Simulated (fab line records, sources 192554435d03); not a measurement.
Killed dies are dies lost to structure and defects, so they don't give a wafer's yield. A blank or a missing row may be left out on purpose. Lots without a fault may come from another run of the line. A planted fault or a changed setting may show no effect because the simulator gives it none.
A struck lot beside a sound one | flow n5_finfet | 16 steps out of a route of 1938
Sound: wafers L660.1, L660.4, L660.6. Struck: wafers L670.2, L670.4, L670.5. The cause comes at the end.
At each step with rows: each side's tool, then ch and its chambers, then its first start. Under that, the readings that differ: sound wafers | struck wafers | difference of the means | sigmas: that difference in standard deviations of wafers without a fault.
alike: readings whose means differ by less than 2 such deviations, and words and numbers that are the same on both sides. not compared: withheld readings, readings that some wafer has no value for, bounds like >300 that may hide the same value, and numbers for which the record gives no deviation and whose values overlap.
The two part at a step that has a row with sigmas, a row that says differs or no value, or rows on one side only. Numbers that don't overlap but have no deviation are shown without sigmas and don't part them. A reading that every wafer of one side lacks parts them only if that side has two wafers or more.

first, 9 steps without rows for these wafers: N5_BEOL_M1_SOFTBAKE_23 (time 60 s); N5_BEOL_M1_EXPOSE_25 (exposes mask V0, defocus 5 nm, target cd 24 nm); N5_BEOL_M1_PEB_26 (peb time 60 s); N5_BEOL_M1_DEVELOP_27 (develop time 30 s); N5_BEOL_M1_DESCUM_33 (chemistry O2, time 7 s); N5_BEOL_M1_ETCH_77 (etches underlayer in N2/H2, target depth 6.5 nm, time 5.2 s); N5_BEOL_M1_ETCH_69 (etches SiARC in CF4, target depth 15.6 nm, time 26 s); N5_BEOL_M1_ALD_98 (deposits SiO2, target thk 2.5 nm, pulse time 1 s, co reactant pulse time 1 s); N5_BEOL_M1_ETCHBACK_99 (etches SiO2 in CHF3, target depth 5 nm, time 10.4 s).
N5_BEOL_M1_ETCH_70: etches SOC in N2/H2, target depth 80 nm, overetch 16 nm, time 120 s.
  sound on rie_diel-04 ch 2,3, day 6 11:00; struck on rie_diel-04 ch 0,2,3, day 9 08:34
  reading                                    | sound             | struck            | difference | sigmas
  rf_fwd_power_W (W)                         | 838.5 828.4 834.1 | 633.1 635.6 633.7 | -199.5     | -74
  rf_vpp_V (V)                               | 526.0 526.9 526.2 | 576.9 577.0 573.7 | +49.5      | +24
  model.SiARC_of_BEOL_M1_COAT_68.thk_nm (nm) | 6.2 6.6 6.6       | 7.4 7.2 7.4       | +0.9       |
  alike: drypump_motor_current_A, oes_product_au, showerhead_plenum_p_Torr, throttle_valve_pct
  not compared: rf_hours_counter_h
then, 2 steps without rows for these wafers: N5_BEOL_M1_STRIP_71 (strips in N2/H2); N5_BEOL_M1_STRIP_78 (strips in N2/H2).
N5_BEOL_M1_VIA_ETCH_34: etches the open film in C4F6/O2, target depth 67.8 nm, time 64.4 s.
  sound on rie_diel-04 ch 2,3, day 6 11:06; struck on rie_diel-04 ch 0,2,3, day 9 08:40
  reading                  | sound      | struck         | difference | sigmas
  model.BEOL_M1.cd_nm (nm) | 18 17.8 18 | 16.8 17.6 16.8 | -0.9       |
  alike: drypump_motor_current_A, oes_f_703_au, oes_product_au, rf_fwd_power_W, rf_vpp_V, showerhead_plenum_p_Torr, throttle_valve_pct
  not compared: rf_hours_counter_h
then, 1 step without rows for these wafers: N5_BEOL_M1_STRIP_83 (strips in C4F6/O2).
-- the record jumps here: 2 days lie between the struck wafers' starts before and after (it left off in module BEOL_M1 and takes up again in module BEOL_M4, whose first step shown is number 1111 of the route) --
N5_BEOL_M4_RC_MEAS_101:
  sound on prober-02 ch 0, day 8 17:39; struck on prober-02 ch 0, day 11 08:52
  reading       | sound          | struck         | difference | sigmas
  SS_N (mV/dec) | 73.2 71.3 72.1 | 71.0 71.3 70.5 | -1.3       | -2
  alike: DIBL_N, DIBL_P, IOFF_N, IOFF_P, ION_N, ION_P, SS_P, VT_N, VT_P
then, 1 step without rows for these wafers: N5_PASSIVATION_PROBE_49.

WHERE THEY PART
First at N5_BEOL_M1_ETCH_70; last, within this record, at N5_BEOL_M4_RC_MEAS_101.

WHY: what the simulator had put in
Process parameter drift: rie_diel-04, from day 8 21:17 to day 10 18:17, at N5_BEOL_M1_ETCH_70. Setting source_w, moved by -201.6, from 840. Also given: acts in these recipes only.
